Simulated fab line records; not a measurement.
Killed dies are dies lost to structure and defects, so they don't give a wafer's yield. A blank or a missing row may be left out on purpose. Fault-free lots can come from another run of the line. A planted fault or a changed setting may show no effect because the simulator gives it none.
A single fault, viewed from 2 desks    flow n5 finfet    each desk has only its own numbers; what lay behind them comes last

== THE METROLOGY DESK ==
What the gauges read, lot by lot, whatever tool the lot ran on: means of the sampled wafers that have a number. Marked OUT: a lot whose mean sits more than 4 standard deviations from the usual mean, which makes it out of limits; the brackets give that distance. Readings shown: 7 out of 12 (the first out of limits, and those lying furthest out on some lot).
Columns: A = V0_OVL at N5_BEOL_M1_OVL_MEAS_29, usual 0.5 nm; B = DIBL_N at N5_BEOL_M4_RC_MEAS_101, usual 36.5 mV/V; C = DIBL_P at N5_BEOL_M4_RC_MEAS_101, usual 36.6 mV/V; D = IOFF_P at N5_BEOL_M4_RC_MEAS_101, usual 0.21 nA/um; E = ION_N at N5_BEOL_M4_RC_MEAS_101, usual 674 uA/um; F = ION_P at N5_BEOL_M4_RC_MEAS_101, usual 460 uA/um; G = VT_P at N5_BEOL_M4_RC_MEAS_101, usual -250 mV
lot   first seen here  A               B     C     D     E    F    G
L479  day 6 03:58      0.5             34.4  33.0  0.20  681  470  -249
L481  day 6 11:05      0.4             36.3  36.4  0.21  665  454  -252
L482  day 6 17:19      0.5             35.6  36.1  0.21  673  465  -251
L485  day 7 09:59      1.0             36.1  36.9  0.22  685  467  -249
L486  day 7 15:47      -0.1            36.0  36.3  0.26  696  482  -243
L487  day 7 23:59      1.3             36.4  36.2  0.20  675  459  -252
L490  day 9 07:07      6.6 (+8.6) OUT  36.9  37.4  0.24  682  469  -248
L492  day 10 06:48     6.9 (+9.0) OUT  36.1  34.9  0.20  666  455  -251
L499  day 11 06:20     -0.4            35.8  35.9  0.20  668  455  -254
L500  day 11 13:07     -0.0            35.5  36.3  0.23  674  466  -246
L501  day 11 19:05     0.0             37.4  36.8  0.23  664  460  -249
This desk's finding: out of limits on L490, L492; first on L490, day 9 08:13 (V0_OVL at N5_BEOL_M1_OVL_MEAS_29). Within limits: L479, L481, L482, L485, L486, L487, L499, L500, L501.

== THE DEFECT DESK ==
Inspection counts along the route, by lot: the mean over sampled wafers that carry a number. Marked OUT: a lot whose mean sits more than 4 standard deviations from the usual mean, which makes it out of limits; the brackets give that distance.
Columns: A = raw defect count at N5_BEOL_M1_INSPECT_13, usual 407
lot   first seen here  A
L479  day 6 04:01      399
L481  day 6 11:09      586
L482  day 6 17:23      341
L485  day 7 10:02      455
L486  day 7 15:50      488
L487  day 8 00:02      313
L490  day 9 07:11      367
L492  day 10 06:51     514
L499  day 11 06:23     343
L500  day 11 13:11     362
L501  day 11 19:07     355
Finding of this desk: none of the 11 lots has anything out of limits.

== ALL TOGETHER ==
Metrology desk: alarm possible at day 9 08:13 on L490, L492.
Nothing out of limits was seen by the defect desk.
The defect desk has L490, L492 on record, within its limits.
Every lot named ran N5_BEOL_M1_EXPOSE_25 on euv scanner-01.

== WHAT WAS PUT IN BY THE SIMULATOR ==
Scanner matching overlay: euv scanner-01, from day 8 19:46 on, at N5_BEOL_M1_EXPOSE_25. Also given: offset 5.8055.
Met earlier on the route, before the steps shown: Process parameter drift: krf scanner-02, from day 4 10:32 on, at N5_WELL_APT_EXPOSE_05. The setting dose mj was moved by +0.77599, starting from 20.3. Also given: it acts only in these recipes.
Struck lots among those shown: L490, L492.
Hours from the fault's start to each desk's first reading out of limits: the metrology desk, 12.
